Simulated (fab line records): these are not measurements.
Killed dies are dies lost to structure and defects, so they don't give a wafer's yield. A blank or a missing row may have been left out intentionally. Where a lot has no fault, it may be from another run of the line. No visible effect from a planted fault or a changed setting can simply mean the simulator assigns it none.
Split-lot trial + flow n5-finfet + on a route of 1938 steps: 7 lots, 21 wafers read

THE SPLIT
At N5_PMOS_HMC_CHANNEL_EPI_PEB_07 (peb time 60 s), the setting peb-temp-c was moved away from the recipe's 110 C on 5 of the 21 wafers read, by -3.0% to +3.2%. All remaining wafers had this setting at the recipe value.

FROM THE SPLIT TO THE READING: what the file shows between them, 1 step
- N5_PMOS_HMC_CHANNEL_EPI_DEVELOP_08: develop time 30 s (also split here: develop-time-s)

THE READING
At N5_PMOS_HMC_CHANNEL_EPI_CD_MEAS_09: cd-nm in nanometres, against a target cd of 237.4 nm. A value of 237.2 nm with a standard deviation of 1.1 nm is what fault-free wafers of this fab line usually give.

| wafer  | tool, chamber at the split | peb-temp-c as run, C | against the recipe | cd-nm, nm | against lot-mates on the recipe |
|--------|----------------------------|----------------------|--------------------|-----------|---------------------------------|
| L077.1 | litho-track-01, 0          | 110                  | recipe             | 237.0     | -                               |
| L077.4 | litho-track-01, 0          | 110                  | recipe             | 236.7     | -                               |
| L077.5 | litho-track-01, 0          | 110                  | recipe             | 237.9     | -                               |
| L081.2 | litho-track-03, 0          | 111.4                | +1.3%              | 240.9     | +4.2                            |
| L081.4 | litho-track-03, 0          | 111.4                | +1.3%              | 242.4     | +5.7                            |
| L081.6 | litho-track-03, 0          | 110                  | recipe             | 236.7     | -                               |
| L083.2 | litho-track-03, 0          | 110                  | recipe             | 239.7     | -                               |
| L083.5 | litho-track-03, 0          | 113.5                | +3.2%              | 248.6     | +8.9                            |
| L083.6 | litho-track-03, 0          | 113.5                | +3.2%              | 247.9     | +8.2                            |
| L084.2 | litho-track-03, 0          | 110                  | recipe             | 237.8     | -                               |
| L084.3 | litho-track-03, 0          | 110                  | recipe             | 237.3     | -                               |
| L084.4 | litho-track-03, 0          | 110                  | recipe             | 236.0     | -                               |
| L086.3 | litho-track-03, 0          | 110                  | recipe             | 235.5     | -                               |
| L086.4 | litho-track-03, 0          | 110                  | recipe             | 237.6     | -                               |
| L086.5 | litho-track-03, 0          | 110                  | recipe             | 238.3     | -                               |
| L089.1 | litho-track-04, 0          | 110                  | recipe             | 235.4     | -                               |
| L089.5 | litho-track-04, 0          | 110                  | recipe             | 237.0     | -                               |
| L089.6 | litho-track-04, 0          | 110                  | recipe             | 235.8     | -                               |
| L097.1 | litho-track-04, 0          | 110                  | recipe             | 236.5     | -                               |
| L097.3 | litho-track-04, 0          | 110                  | recipe             | 234.9     | -                               |
| L097.6 | litho-track-04, 0          | 106.7                | -3.0%              | 224.9     | -10.8                           |

FIT RESULTS
A straight line over all 21 wafers: cd-nm changes by +3.72 nm for each +1% of peb-temp-c; r = +0.97; the points scatter about the line by 1.1 nm.
The same after taking each lot's own level away (the mean of its wafers on the recipe; 21 wafers): +3.08 nm for each +1%; r = +0.97; scatter 0.98 nm.
Per that fit: largest peb-temp-c move, reading shift of 9.8 nm.
Across the lots, their own levels run from 235.70 to 239.70 nm, a range of 3.6 times the standard deviation given above.
Hence the slope depends on the lot-to-lot level, as the two fits are not the same.
Check: with one of the wafers moved furthest among these (+3.2%) left out of the fit, the line predicts +10.1 nm for it against its lot-mates. Against them it came out at +8.9 nm.

THESE WAFERS: OTHER SPLITS
Before the reading, these wafers also passed through other splits. Each is held against what the fit with the lots' levels taken away leaves over:
| other split on the same wafers                    | wafers away from the commonest value | r with cd-nm (lot level and that fit taken away) |
|---------------------------------------------------|--------------------------------------|--------------------------------------------------|
| N5_PMOS_HMC_CHANNEL_EPI_DEVELOP_08 develop-time-s | 6                                    | +0.41                                            |

THE WHOLE CHAIN: every reading that the file lists as answering this split, in the file's order
| step                               | what it does             | reading                                                                     | change (the file's fit)              | r (the file's) |
|------------------------------------|--------------------------|-----------------------------------------------------------------------------|--------------------------------------|----------------|
| N5_PMOS_HMC_CHANNEL_EPI_CD_MEAS_09 | target cd 237.4 nm       | cd-nm                                                                       | +3.18 nm for each +1% of the setting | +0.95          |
| N5_PMOS_HMC_CHANNEL_EPI_DESCUM_14  | chemistry O2, time 7.9 s | PMOS_HMC_CHANNEL_EPI.cd-nm (the simulator's own value, which no gauge read) | +3.19 nm for each +1% of the setting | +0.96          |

THE FILE'S OWN FIT
cd-nm changes by +3.18 nm for each +1% of peb-temp-c, r = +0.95.
